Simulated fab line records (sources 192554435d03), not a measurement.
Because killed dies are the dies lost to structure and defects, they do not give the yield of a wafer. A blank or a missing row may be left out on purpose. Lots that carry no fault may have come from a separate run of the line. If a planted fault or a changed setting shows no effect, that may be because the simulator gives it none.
Which tool was responsible? || flow n5-finfet || 27 wafers from 9 lots sampled at 6 of the route's 1938 steps

## WHAT THE GAUGES READ, wafer by wafer
N5_BEOL_M1_THK_MEAS_01. Usual: M1_ILD_THK typically reads 79.2 nm, with standard deviation 0.93.
{"lot": "L892", "measured": "day 6 22:18", "on": "film-metro-02", "M1_ILD_THK (nm)": "79.5 80.3 78.9", "flag": ""}
{"lot": "L894", "measured": "day 7 12:44", "on": "film-metro-01", "M1_ILD_THK (nm)": "78.2 80.3 79.2", "flag": ""}
{"lot": "L895", "measured": "day 7 17:13", "on": "film-metro-02", "M1_ILD_THK (nm)": "77.8 79.5 80.0", "flag": ""}
{"lot": "L898", "measured": "day 8 13:38", "on": "film-metro-02", "M1_ILD_THK (nm)": "79.4 79.4 80.3", "flag": ""}
{"lot": "L899", "measured": "day 8 18:55", "on": "film-metro-01", "M1_ILD_THK (nm)": "78.7 78.2 80.0", "flag": ""}
{"lot": "L900", "measured": "day 9 03:08", "on": "film-metro-02", "M1_ILD_THK (nm)": "77.9 78.3 78.8", "flag": ""}
{"lot": "L901", "measured": "day 9 09:04", "on": "film-metro-02", "M1_ILD_THK (nm)": "78.3 79.1 79.4", "flag": ""}
{"lot": "L906", "measured": "day 10 11:16", "on": "film-metro-01", "M1_ILD_THK (nm)": "78.9 78.9 79.2", "flag": ""}
{"lot": "L910", "measured": "day 11 14:36", "on": "film-metro-02", "M1_ILD_THK (nm)": "79.2 79.9 80.0", "flag": ""}

N5_BEOL_M1_CD_MEAS_28: target cd y 23.3 nm. Usual: cd-nm 23.98 nm, standard deviation 0.22.
{"lot": "L892", "measured": "day 7 00:25", "on": "cd-sem-03", "cd-nm (nm)": "23.73 24.20 23.75", "flag": ""}
{"lot": "L894", "measured": "day 7 16:10", "on": "cd-sem-01", "cd-nm (nm)": "23.68 23.89 24.19", "flag": ""}
{"lot": "L895", "measured": "day 7 19:01", "on": "cd-sem-02", "cd-nm (nm)": "23.81 23.70 23.93", "flag": ""}
{"lot": "L898", "measured": "day 8 17:16", "on": "cd-sem-01", "cd-nm (nm)": "22.23 22.61 22.48", "flag": "OFF"}
{"lot": "L899", "measured": "day 8 20:49", "on": "cd-sem-02", "cd-nm (nm)": "22.57 22.62 22.25", "flag": "OFF"}
{"lot": "L900", "measured": "day 9 05:46", "on": "cd-sem-01", "cd-nm (nm)": "24.10 24.01 24.08", "flag": ""}
{"lot": "L901", "measured": "day 9 12:34", "on": "cd-sem-03", "cd-nm (nm)": "22.32 22.34 22.11", "flag": "OFF"}
{"lot": "L906", "measured": "day 10 13:21", "on": "cd-sem-03", "cd-nm (nm)": "24.41 23.78 24.34", "flag": ""}
{"lot": "L910", "measured": "day 11 17:20", "on": "cd-sem-03", "cd-nm (nm)": "24.25 24.25 24.08", "flag": ""}

N5_BEOL_M4_RC_MEAS_101. Usual: CHAIN_V0 233 ohm/link, standard deviation 9; CHAIN_V0_max_site 242 ohm/link, standard deviation 10; DIBL_N 36.3 mV/V, standard deviation 1.1; DIBL_P 36.3 mV/V, standard deviation 1.4; IOFF_N 0.155 nA/um, standard deviation 0.019; IOFF_P 0.211 nA/um, standard deviation 0.027; ION_N 672 uA/um, standard deviation 8.5; ION_P 462 uA/um, standard deviation 5.8; SS_N 71.5 mV/dec, standard deviation 0.56; SS_P 73.3 mV/dec, standard deviation 0.52; VT_N 249.9 mV, standard deviation 2.5; VT_P -249.8 mV, standard deviation 2.8.
{"lot": "L892", "measured": "day 10 22:22", "on": "prober-01", "CHAIN_V0 (ohm/link)": "239 232 221", "CHAIN_V0_max_site (ohm/link)": "242 239 231", "DIBL_N (mV/V)": "37.2 36.5 35.9", "DIBL_P (mV/V)": "37.1 36.6 35.2", "IOFF_N (nA/um)": "0.172 0.161 0.140", "IOFF_P (nA/um)": "0.244 0.243 0.227", "ION_N (uA/um)": "676 672 669", "ION_P (uA/um)": "472 467 469", "SS_N (mV/dec)": "71.9 71.8 71.0", "SS_P (mV/dec)": "73.9 73.0 72.7", "VT_N (mV)": "248.4 247.0 252.1", "VT_P (mV)": "-244.4 -247.3 -248.4", "flag": ""}
{"lot": "L894", "measured": "day 11 17:12", "on": "prober-01", "CHAIN_V0 (ohm/link)": "234 228 238", "CHAIN_V0_max_site (ohm/link)": "246 233 251", "DIBL_N (mV/V)": "38.0 37.0 37.8", "DIBL_P (mV/V)": "36.8 36.1 36.5", "IOFF_N (nA/um)": "0.165 0.151 0.166", "IOFF_P (nA/um)": "0.207 0.196 0.200", "ION_N (uA/um)": "667 676 680", "ION_P (uA/um)": "454 456 455", "SS_N (mV/dec)": "71.7 70.8 71.3", "SS_P (mV/dec)": "73.4 72.4 73.5", "VT_N (mV)": "248.1 249.1 249.3", "VT_P (mV)": "-253.2 -252.9 -253.1", "flag": ""}
{"lot": "L895", "measured": "day 13 01:34", "on": "prober-02", "CHAIN_V0 (ohm/link)": "221 231 239", "CHAIN_V0_max_site (ohm/link)": "226 246 253", "DIBL_N (mV/V)": "36.7 37.7 36.1", "DIBL_P (mV/V)": "37.0 37.7 34.9", "IOFF_N (nA/um)": "0.177 0.182 0.156", "IOFF_P (nA/um)": "0.217 0.223 0.183", "ION_N (uA/um)": "689 677 670", "ION_P (uA/um)": "466 459 456", "SS_N (mV/dec)": "71.6 72.3 71.0", "SS_P (mV/dec)": "74.0 73.2 73.2", "VT_N (mV)": "250.4 245.9 249.7", "VT_P (mV)": "-248.3 -247.1 -251.6", "flag": ""}
{"lot": "L898", "measured": "day 14 10:34", "on": "prober-02", "CHAIN_V0 (ohm/link)": "288 273 275", "CHAIN_V0_max_site (ohm/link)": "296 285 282", "DIBL_N (mV/V)": "36.8 37.9 37.7", "DIBL_P (mV/V)": "35.7 37.1 37.4", "IOFF_N (nA/um)": "0.137 0.163 0.156", "IOFF_P (nA/um)": "0.201 0.222 0.216", "ION_N (uA/um)": "677 675 672", "ION_P (uA/um)": "467 468 461", "SS_N (mV/dec)": "70.4 71.6 71.7", "SS_P (mV/dec)": "72.5 73.2 74.0", "VT_N (mV)": "250.5 249.0 248.3", "VT_P (mV)": "-250.7 -246.1 -251.8", "flag": "OFF"}
{"lot": "L899", "measured": "day 14 12:06", "on": "prober-01", "CHAIN_V0 (ohm/link)": "271 288 274", "CHAIN_V0_max_site (ohm/link)": "292 303 290", "DIBL_N (mV/V)": "37.2 38.5 36.4", "DIBL_P (mV/V)": "36.9 38.1 36.1", "IOFF_N (nA/um)": "0.151 0.178 0.139", "IOFF_P (nA/um)": "0.183 0.206 0.181", "ION_N (uA/um)": "670 664 658", "ION_P (uA/um)": "455 452 447", "SS_N (mV/dec)": "71.2 72.3 71.2", "SS_P (mV/dec)": "73.8 73.0 73.0", "VT_N (mV)": "251.3 250.4 253.2", "VT_P (mV)": "-253.2 -249.8 -252.0", "flag": "OFF"}
{"lot": "L900", "measured": "day 14 23:47", "on": "prober-01", "CHAIN_V0 (ohm/link)": "227 223 230", "CHAIN_V0_max_site (ohm/link)": "238 233 240", "DIBL_N (mV/V)": "34.7 36.8 35.3", "DIBL_P (mV/V)": "33.6 35.7 34.6", "IOFF_N (nA/um)": "0.137 0.175 0.146", "IOFF_P (nA/um)": "0.184 0.211 0.197", "ION_N (uA/um)": "666 667 665", "ION_P (uA/um)": "458 453 458", "SS_N (mV/dec)": "70.4 71.2 70.7", "SS_P (mV/dec)": "72.8 73.8 73.1", "VT_N (mV)": "250.3 248.7 248.0", "VT_P (mV)": "-251.3 -250.6 -250.7", "flag": ""}
{"lot": "L901", "measured": "day 15 10:38", "on": "prober-01", "CHAIN_V0 (ohm/link)": "256 255 269", "CHAIN_V0_max_site (ohm/link)": "265 262 285", "DIBL_N (mV/V)": "36.8 34.9 37.2", "DIBL_P (mV/V)": "37.0 35.0 37.4", "IOFF_N (nA/um)": "0.144 0.116 0.153", "IOFF_P (nA/um)": "0.238 0.204 0.250", "ION_N (uA/um)": "663 650 665", "ION_P (uA/um)": "460 455 460", "SS_N (mV/dec)": "72.3 71.6 72.1", "SS_P (mV/dec)": "73.7 72.6 73.7", "VT_N (mV)": "251.8 257.1 251.9", "VT_P (mV)": "-247.6 -250.4 -248.8", "flag": ""}
{"lot": "L906", "measured": "day 17 01:21", "on": "prober-02", "CHAIN_V0 (ohm/link)": "231 238 249", "CHAIN_V0_max_site (ohm/link)": "240 248 259", "DIBL_N (mV/V)": "38.3 37.5 36.9", "DIBL_P (mV/V)": "37.3 35.8 35.6", "IOFF_N (nA/um)": "0.176 0.154 0.149", "IOFF_P (nA/um)": "0.236 0.206 0.204", "ION_N (uA/um)": "677 680 669", "ION_P (uA/um)": "462 465 457", "SS_N (mV/dec)": "71.2 71.6 71.5", "SS_P (mV/dec)": "73.9 73.1 73.6", "VT_N (mV)": "245.9 252.5 250.5", "VT_P (mV)": "-248.3 -249.6 -249.6", "flag": ""}
{"lot": "L910", "measured": "day 17 17:07", "on": "prober-01", "CHAIN_V0 (ohm/link)": "223 225 220", "CHAIN_V0_max_site (ohm/link)": "232 234 233", "DIBL_N (mV/V)": "35.6 36.3 36.0", "DIBL_P (mV/V)": "35.2 34.7 35.2", "IOFF_N (nA/um)": "0.158 0.159 0.158", "IOFF_P (nA/um)": "0.210 0.200 0.205", "ION_N (uA/um)": "682 666 675", "ION_P (uA/um)": "464 459 458", "SS_N (mV/dec)": "72.1 72.0 71.3", "SS_P (mV/dec)": "73.3 73.4 73.0", "VT_N (mV)": "248.2 249.2 249.8", "VT_P (mV)": "-248.4 -250.9 -249.2", "flag": ""}

## EACH LOT AND THE TOOL THAT RAN IT (in order: tool; ch and the chambers of the sampled wafers; start)
{"lot": "L892", "N5_BEOL_M1_ILD_DEP_00": "pecvd-03 ch 0,1,2, day 6 22:15", "N5_BEOL_M1_ETCH_63": "rie-diel-01 ch 2,3, day 6 23:25", "N5_BEOL_M1_EXPOSE_25": "euv-scanner-02 ch 0, day 7 00:18"}
{"lot": "L894", "N5_BEOL_M1_ILD_DEP_00": "pecvd-01 ch 0,1,2, day 7 12:40", "N5_BEOL_M1_ETCH_63": "rie-diel-01 ch 0,1, day 7 15:23", "N5_BEOL_M1_EXPOSE_25": "euv-scanner-02 ch 0, day 7 16:02"}
{"lot": "L895", "N5_BEOL_M1_ILD_DEP_00": "pecvd-03 ch 0,1, day 7 17:08", "N5_BEOL_M1_ETCH_63": "rie-diel-03 ch 1,2,3, day 7 18:19", "N5_BEOL_M1_EXPOSE_25": "euv-scanner-02 ch 0, day 7 18:52"}
{"lot": "L898", "N5_BEOL_M1_ILD_DEP_00": "pecvd-03 ch 0,1,2, day 8 13:35", "N5_BEOL_M1_ETCH_63": "rie-diel-06 ch 0,1, day 8 16:26", "N5_BEOL_M1_EXPOSE_25": "euv-scanner-02 ch 0, day 8 17:08"}
{"lot": "L899", "N5_BEOL_M1_ILD_DEP_00": "pecvd-01 ch 0,1, day 8 18:50", "N5_BEOL_M1_ETCH_63": "rie-diel-03 ch 1,2, day 8 20:05", "N5_BEOL_M1_EXPOSE_25": "euv-scanner-02 ch 0, day 8 20:40"}
{"lot": "L900", "N5_BEOL_M1_ILD_DEP_00": "pecvd-01 ch 0,1,2, day 9 03:04", "N5_BEOL_M1_ETCH_63": "rie-diel-06 ch 1,2,3, day 9 04:52", "N5_BEOL_M1_EXPOSE_25": "euv-scanner-01 ch 0, day 9 05:38"}
{"lot": "L901", "N5_BEOL_M1_ILD_DEP_00": "pecvd-03 ch 0,1,2, day 9 08:59", "N5_BEOL_M1_ETCH_63": "rie-diel-03 ch 0,2,3, day 9 11:44", "N5_BEOL_M1_EXPOSE_25": "euv-scanner-02 ch 0, day 9 12:26"}
{"lot": "L906", "N5_BEOL_M1_ILD_DEP_00": "pecvd-03 ch 0,1, day 10 11:11", "N5_BEOL_M1_ETCH_63": "rie-diel-06 ch 0,1,2, day 10 12:33", "N5_BEOL_M1_EXPOSE_25": "euv-scanner-01 ch 0, day 10 13:13"}
{"lot": "L910", "N5_BEOL_M1_ILD_DEP_00": "pecvd-02 ch 0,1,2, day 11 14:32", "N5_BEOL_M1_ETCH_63": "rie-diel-03 ch 1,2, day 11 16:25", "N5_BEOL_M1_EXPOSE_25": "euv-scanner-01 ch 0, day 11 17:13"}
- N5_BEOL_M1_ILD_DEP_00: deposits SiOC from DEMS/O2, target thk 79 nm, time 15.3 s.
- N5_BEOL_M1_ETCH_63: etches SiARC in CF4, target depth 15.6 nm, time 26 s.
- N5_BEOL_M1_EXPOSE_25: exposes mask V0, defocus 5 nm, target cd 24 nm.

## AS READ BY THE TOOLS THEMSELVES (means over the sampled wafers that have a number; for cases with no such wafer, the mark the record gives instead)
N5_BEOL_M1_ILD_DEP_00. Usual: heater-power-w 478 W, standard deviation 47; showerhead-plenum-p-Torr 5.689 Torr, standard deviation 0.013; throttle-valve-pct 12.1 %, standard deviation 0.46.
{"lot": "L892", "tool": "pecvd-03", "heater-power-w (W)": 492, "showerhead-plenum-p-Torr (Torr)": 5.686, "throttle-valve-pct (%)": 12.1, "flag": ""}
{"lot": "L894", "tool": "pecvd-01", "heater-power-w (W)": 494, "showerhead-plenum-p-Torr (Torr)": 5.697, "throttle-valve-pct (%)": 11.7, "flag": ""}
{"lot": "L895", "tool": "pecvd-03", "heater-power-w (W)": 447, "showerhead-plenum-p-Torr (Torr)": 5.671, "throttle-valve-pct (%)": 12.1, "flag": ""}
{"lot": "L898", "tool": "pecvd-03", "heater-power-w (W)": 505, "showerhead-plenum-p-Torr (Torr)": 5.681, "throttle-valve-pct (%)": 12.3, "flag": ""}
{"lot": "L899", "tool": "pecvd-01", "heater-power-w (W)": 462, "showerhead-plenum-p-Torr (Torr)": 5.687, "throttle-valve-pct (%)": 12.5, "flag": ""}
{"lot": "L900", "tool": "pecvd-01", "heater-power-w (W)": 460, "showerhead-plenum-p-Torr (Torr)": 5.695, "throttle-valve-pct (%)": 11.8, "flag": ""}
{"lot": "L901", "tool": "pecvd-03", "heater-power-w (W)": 480, "showerhead-plenum-p-Torr (Torr)": 5.690, "throttle-valve-pct (%)": 12.3, "flag": ""}
{"lot": "L906", "tool": "pecvd-03", "heater-power-w (W)": 499, "showerhead-plenum-p-Torr (Torr)": 5.675, "throttle-valve-pct (%)": 12.4, "flag": ""}
{"lot": "L910", "tool": "pecvd-02", "heater-power-w (W)": 464, "showerhead-plenum-p-Torr (Torr)": 5.690, "throttle-valve-pct (%)": 11.8, "flag": ""}

N5_BEOL_M1_ETCH_63. Usual: for bias-w, 36.01 W with a standard deviation of 0.099; for drypump-motor-current-A, 5.9 A with a standard deviation of 0.36; for etch-rf-on-time-s, 25.9 s with a standard deviation of 0.4; for oes-product-au, 0.69 a.u. with a standard deviation of 0.071; for rf-vpp-V, 184.0 V with a standard deviation of 1.1; for showerhead-plenum-p-Torr, 2.13 Torr with a standard deviation of 0.064; for throttle-valve-pct, 15.57 % with a standard deviation of 0.13.
{"lot": "L892", "tool": "rie-diel-01", "bias-w (W)": 36.00, "drypump-motor-current-A (A)": 5.9, "etch-rf-on-time-s (s)": 25.7, "oes-product-au (a.u.)": 0.78, "rf-vpp-V (V)": 185.4, "showerhead-plenum-p-Torr (Torr)": 2.18, "throttle-valve-pct (%)": 15.49, "flag": ""}
{"lot": "L894", "tool": "rie-diel-01", "bias-w (W)": 36.05, "drypump-motor-current-A (A)": 5.5, "etch-rf-on-time-s (s)": 26.0, "oes-product-au (a.u.)": 0.68, "rf-vpp-V (V)": 183.1, "showerhead-plenum-p-Torr (Torr)": 2.06, "throttle-valve-pct (%)": 15.75, "flag": ""}
{"lot": "L895", "tool": "rie-diel-03", "bias-w (W)": 36.09, "drypump-motor-current-A (A)": 5.8, "etch-rf-on-time-s (s)": 25.7, "oes-product-au (a.u.)": 0.68, "rf-vpp-V (V)": 185.1, "showerhead-plenum-p-Torr (Torr)": 2.15, "throttle-valve-pct (%)": 15.48, "flag": ""}
{"lot": "L898", "tool": "rie-diel-06", "bias-w (W)": 36.07, "drypump-motor-current-A (A)": 6.4, "etch-rf-on-time-s (s)": 26.0, "oes-product-au (a.u.)": 0.75, "rf-vpp-V (V)": 184.3, "showerhead-plenum-p-Torr (Torr)": 2.15, "throttle-valve-pct (%)": 15.59, "flag": ""}
{"lot": "L899", "tool": "rie-diel-03", "bias-w (W)": 36.01, "drypump-motor-current-A (A)": 5.7, "etch-rf-on-time-s (s)": 25.7, "oes-product-au (a.u.)": 0.68, "rf-vpp-V (V)": 185.3, "showerhead-plenum-p-Torr (Torr)": 2.19, "throttle-valve-pct (%)": 15.54, "flag": ""}
{"lot": "L900", "tool": "rie-diel-06", "bias-w (W)": 36.00, "drypump-motor-current-A (A)": 5.9, "etch-rf-on-time-s (s)": 25.9, "oes-product-au (a.u.)": 0.69, "rf-vpp-V (V)": 184.4, "showerhead-plenum-p-Torr (Torr)": 2.10, "throttle-valve-pct (%)": 15.55, "flag": ""}
{"lot": "L901", "tool": "rie-diel-03", "bias-w (W)": 35.91, "drypump-motor-current-A (A)": 6.0, "etch-rf-on-time-s (s)": 25.9, "oes-product-au (a.u.)": 0.71, "rf-vpp-V (V)": 183.9, "showerhead-plenum-p-Torr (Torr)": 2.12, "throttle-valve-pct (%)": 15.55, "flag": ""}
{"lot": "L906", "tool": "rie-diel-06", "bias-w (W)": 36.06, "drypump-motor-current-A (A)": 6.1, "etch-rf-on-time-s (s)": 26.1, "oes-product-au (a.u.)": 0.70, "rf-vpp-V (V)": 183.6, "showerhead-plenum-p-Torr (Torr)": 2.16, "throttle-valve-pct (%)": 15.58, "flag": ""}
{"lot": "L910", "tool": "rie-diel-03", "bias-w (W)": 35.99, "drypump-motor-current-A (A)": 5.7, "etch-rf-on-time-s (s)": 26.0, "oes-product-au (a.u.)": 0.66, "rf-vpp-V (V)": 184.8, "showerhead-plenum-p-Torr (Torr)": 2.18, "throttle-valve-pct (%)": 15.58, "flag": ""}

N5_BEOL_M1_EXPOSE_25. Usual: exposure-dose-mJ-cm2 63.01, standard deviation 0.053.
{"lot": "L892", "tool": "euv-scanner-02", "exposure-dose-mJ-cm2": 62.99, "flag": ""}
{"lot": "L894", "tool": "euv-scanner-02", "exposure-dose-mJ-cm2": 63.01, "flag": ""}
{"lot": "L895", "tool": "euv-scanner-02", "exposure-dose-mJ-cm2": 63.05, "flag": ""}
{"lot": "L898", "tool": "euv-scanner-02", "exposure-dose-mJ-cm2": 58.09, "flag": "OFF"}
{"lot": "L899", "tool": "euv-scanner-02", "exposure-dose-mJ-cm2": 58.00, "flag": "OFF"}
{"lot": "L900", "tool": "euv-scanner-01", "exposure-dose-mJ-cm2": 63.02, "flag": ""}
{"lot": "L901", "tool": "euv-scanner-02", "exposure-dose-mJ-cm2": 58.08, "flag": "OFF"}
{"lot": "L906", "tool": "euv-scanner-01", "exposure-dose-mJ-cm2": 62.98, "flag": ""}
{"lot": "L910", "tool": "euv-scanner-01", "exposure-dose-mJ-cm2": 62.98, "flag": ""}

## THE ANSWER, worked out from the rows above alone
Rule: lot off if the mean of its wafers having a number is beyond 3 standard deviations from the usual mean. A lot without any number at a reading at which 4 lots or more have one is off too. All remaining lots with rows at the step are treated as sound. Order of review: gauges by route order, followed by the tools' own readings, for which a lot's mean as printed above is used. At the first step where some lot is off, the reading lying furthest off is the one used; lots without a number count as furthest.
Off, at N5_BEOL_M1_CD_MEAS_28 on cd-nm: L898, L899, L901.
A tool fits if, at a process step before that reading, it ran every lot that is off, and no sound lot after the first of them. The gauges at N5_BEOL_M1_CD_MEAS_28 aren't tried: what is off there is off at N5_BEOL_M1_EXPOSE_25 too, on other tools, and a gauge's error can't cause that. One candidate fits, namely euv-scanner-02 at N5_BEOL_M1_EXPOSE_25. A fault onset in the window from L895 (day 7 18:52, its last sound lot) to L898 (day 8 17:08, its first lot off) fits.
On the lots that are off, the tool's own readings at N5_BEOL_M1_EXPOSE_25 differ by more than 5 times the standard deviation of the sound lots' means, which bears it out; exposure-dose-mJ-cm2 reads 58.06 there versus 63.00 on the sound lots.

## WHAT THE SIMULATOR HAD PUT IN
Process parameters drifting: euv-scanner-02 at N5_BEOL_M1_EXPOSE_25, beginning at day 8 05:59. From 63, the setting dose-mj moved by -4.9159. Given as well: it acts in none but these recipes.
Lots struck among those shown: L898, L899, L901. Same finding as the rule above.
